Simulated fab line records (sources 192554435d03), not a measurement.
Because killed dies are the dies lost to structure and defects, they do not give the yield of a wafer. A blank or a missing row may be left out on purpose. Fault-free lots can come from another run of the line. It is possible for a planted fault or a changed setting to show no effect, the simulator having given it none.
Chamber matching -- flow n5Finfet -- 4 sister chambers for N5_BEOL_M6_ALD_77 on aldMetal-01
The step deposits TaN, target thk 2 nm, pulse time 2 s, purge time 3 s. 16 wafers are shown with their chamber, then 8 later ones without.

WAFERS PAIRED WITH THEIR CHAMBERS
wafer,chamber,heaterPowerW (W),precursorVesselTempC (C)
L076.3,0,409,75.15
L076.4,2,494,74.87
L076.5,3,400,75.02
L078.2,0,400,75.30
L078.4,3,403,75.01
L078.5,0,402,74.99
L080.2,1,456,75.01
L080.4,2,489,74.96
L080.5,2,485,74.95
L083.1,1,453,74.93
L083.3,3,397,74.93
L083.4,2,478,75.08
L085.1,2,487,74.99
L085.2,0,394,74.97
L085.3,1,454,75.08
L087.2,3,392,75.08

SIGNATURES (averages over the wafers above)
reading,chamber 0,chamber 1,chamber 2,chamber 3,scatter within a chamber
heaterPowerW,401.25,454.33,486.60,398.00,5.19
precursorVesselTempC,75.1025,75.0067,74.9700,75.0100,0.0988
Rule: distance of a wafer from a chamber = root of the sum over the readings of ((wafer's reading minus chamber's mean) / reading's scatter) squared. If the next closest chamber is less than 2 further off than the closest, the wafer can't be placed; otherwise it belongs to the closest. The scatter: the root of (the sum of the squares of (reading less its chamber's mean) over the shown wafers, divided by (wafers less chambers)).

WAFERS WHOSE CHAMBER IS MISSING
wafer,heaterPowerW (W),precursorVesselTempC (C)
L087.3,403,75.13
L087.4,485,74.74
L095.1,410,74.97
L095.4,409,74.98
L095.6,468,74.95
L092.1,397,75.09
L092.3,465,75.01
L092.4,483,74.94

CHAMBER TAKEN BY EACH
wafer,from the rows above,in truth
L087.3,can't be placed: 0 or 3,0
L087.4,2,2
L095.1,can't be placed: 0 or 3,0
L095.4,can't be placed: 0 or 3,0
L095.6,can't be placed: 1 or 2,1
L092.1,can't be placed: 0 or 3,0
L092.3,1,1
L092.4,2,2
Placed correctly: 3 of 8. From these rows, 5 cannot be placed; in 5 the true chamber is one of the candidates. Number placed wrongly: 0.
